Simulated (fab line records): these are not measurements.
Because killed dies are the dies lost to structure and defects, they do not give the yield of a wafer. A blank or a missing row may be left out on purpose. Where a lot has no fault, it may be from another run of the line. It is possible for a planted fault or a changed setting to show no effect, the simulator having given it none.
Chamber matching ; flow nand_harc ; pecvd-01 running NHARC_A_STAIRCASE_DEP_259: 3 sister chambers
The step deposits SiON, target thk 30 nm. 3 wafers are shown with their chamber, then 12 later ones without.

## WAFERS PAIRED WITH THEIR CHAMBERS
wafer;chamber;heater_power_w (W)
L085.3;1;798
L088.4;2;632
L088.5;0;722

## WAFERS WITHOUT THEIR CHAMBER
wafer;heater_power_w (W)
L091.4;816
L091.5;727
L091.6;737
L092.3;678
L092.4;684
L092.6;747
L095.1;726
L095.5;810
L095.6;708
L097.1;767
L097.3;693
L097.6;806

## EACH ONE'S CHAMBER
wafer;from the rows above;in truth
L091.4;1;1
L091.5;0;0
L091.6;can't be placed: 0 or 1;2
L092.3;can't be placed: 0 or 2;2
L092.4;can't be placed: 0 or 2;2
L092.6;can't be placed: 0 or 1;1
L095.1;0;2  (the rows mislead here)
L095.5;1;1
L095.6;0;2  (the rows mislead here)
L097.1;can't be placed: 1 or 0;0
L097.3;can't be placed: 0 or 2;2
L097.6;1;1
4 of 12 placed correctly. Not placeable from these rows: 6 (in 5, the candidates include the true chamber). Placed wrongly: 2.
How it was worked out, from the rows above alone: a wafer's distance from a chamber is the root of the sum, over the readings, of the square of ((its reading less the chamber's mean) divided by the reading's scatter). If the next closest chamber is less than 2 further off than the closest, the wafer can't be placed; otherwise it belongs to the closest. A chamber's mean is the mean of its shown wafers. The scatter: with one shown wafer a chamber, the root of the mean of the squares of how far each hidden wafer lies from its nearest shown one.
